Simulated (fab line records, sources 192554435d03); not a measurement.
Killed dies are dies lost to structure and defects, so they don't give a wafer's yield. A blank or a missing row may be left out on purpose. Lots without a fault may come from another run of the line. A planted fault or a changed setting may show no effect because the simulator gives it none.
A struck lot beside a sound one | flow n5_finfet | 16 steps out of a route of 1938
Sound: wafers L422.3, L422.5, L422.6. Struck: wafer L434.6. (L434.3, L434.4 of the same lot were not struck and are left out.) The cause comes at the end.
At each step with rows: each side's tool, then ch and its chambers, then its first start. Under that, the readings that differ: sound wafers | struck wafers | difference of the means | sigmas: that difference in standard deviations of wafers without a fault.
alike: readings whose means differ by less than 2 such deviations, and words and numbers that are the same on both sides. not compared: withheld readings, readings that some wafer has no value for, bounds like >300 that may hide the same value, and numbers for which the record gives no deviation and whose values overlap.
The two part at a step that has a row with sigmas, a row that says differs or no value, or rows on one side only. Numbers that don't overlap but have no deviation are shown without sigmas and don't part them. A reading that every wafer of one side lacks parts them only if that side has two wafers or more.

first, 8 steps without rows for these wafers: N5_HKMG_FIN_COAT_29 (time 60 s, resist thk 300 nm); N5_HKMG_FIN_COAT_30 (time 60 s, resist thk 35 nm); N5_HKMG_FIN_COAT_06 (resist thk 90 nm); N5_HKMG_FIN_EBR_08; N5_HKMG_FIN_SOFTBAKE_07 (time 60 s); N5_HKMG_FIN_EXPOSE_09 (exposes mask NWFM); N5_HKMG_FIN_PEB_10 (peb time 60 s); N5_HKMG_FIN_DEVELOP_11 (develop time 30 s).
N5_HKMG_FIN_CD_MEAS_12: target cd 92.8 nm.
  sound on cd_sem-01 ch 0, day 5 13:07; struck on cd_sem-01 ch 0, day 8 04:56
  reading    | sound          | struck | difference | sigmas
  cd_nm (nm) | 93.9 92.5 92.5 | 91.5   | -1.5       | -2
N5_HKMG_FIN_OVL_MEAS_13:
  sound on overlay-02 ch 0, day 5 13:08; struck on overlay-02 ch 0, day 8 04:58
  alike: NWFM_OVL
N5_HKMG_FIN_INSPECT_14: inspects for defects (macro).
  sound on defect_inspect-01, day 5 13:10; struck on defect_inspect-02, day 8 04:59
  alike: raw_defect_count
N5_HKMG_FIN_DESCUM_17: chemistry O2, time 7.9 s.
  sound on rie_diel-02 ch 0,2, day 5 13:18; struck on rie_diel-02 ch 0, day 8 05:01
  alike: drypump_motor_current_A, oes_product_au, rf_vpp_V, showerhead_plenum_p_Torr, throttle_valve_pct
  not compared: rf_hours_counter_h
N5_HKMG_FIN_ETCH_31: etches SiARC in CF4, target depth 45.5 nm, time 75.8 s.
  sound on rie_diel-02 ch 0,2, day 5 13:20; struck on rie_diel-02 ch 0, day 8 05:03
  reading               | sound          | struck | difference | sigmas
  etch_rf_on_time_s (s) | 75.5 75.5 74.1 | 54.0   | -21.0      | -12
  alike: drypump_motor_current_A, mfc_ar_sccm, oes_product_au, rf_vpp_V, showerhead_plenum_p_Torr, throttle_valve_pct
  not compared: rf_hours_counter_h
N5_HKMG_FIN_ETCH_32: etches SOC in N2/H2, target depth 240 nm, time 300 s.
  sound on rie_diel-02 ch 0,2, day 5 13:23; struck on rie_diel-02 ch 0, day 8 05:07
  alike: drypump_motor_current_A, oes_product_au, rf_vpp_V, showerhead_plenum_p_Torr, throttle_valve_pct
  not compared: rf_hours_counter_h
-- the record jumps here: 4 days lie between the struck wafers' starts before and after (it left off in module HKMG_FIN and takes up again in module BEOL_M4, whose first step shown is number 1111 of the route) --
N5_BEOL_M4_RC_MEAS_101:
  sound on prober-01 ch 0, day 9 02:23; struck on prober-01 ch 0, day 12 01:07
  reading        | sound          | struck | difference | sigmas
  DIBL_P (mV/V)  | 33.6 36.4 35.1 | 39.6   | +4.6       | +2
  IOFF_N (nA/um) | 0.15 0.20 0.17 | 0.24   | +0.07      | +2
  IOFF_P (nA/um) | 0.21 0.26 0.23 | 0.32   | +0.09      | +2
  ION_P (uA/um)  | 467 475 470    | 488    | +17        | +2
  VT_N (mV)      | 250 245 248    | 240    | -8         | -2
  alike: DIBL_N, ION_N, SS_N, SS_P, VT_P
N5_PASSIVATION_PROBE_49:
  the record has rows for the sound wafers here (prober-02, day 13 14:58) and none for the struck ones

WHERE THEY PART
First at N5_HKMG_FIN_CD_MEAS_12; last, within this record, at N5_PASSIVATION_PROBE_49.

WHY: what the simulator had put in
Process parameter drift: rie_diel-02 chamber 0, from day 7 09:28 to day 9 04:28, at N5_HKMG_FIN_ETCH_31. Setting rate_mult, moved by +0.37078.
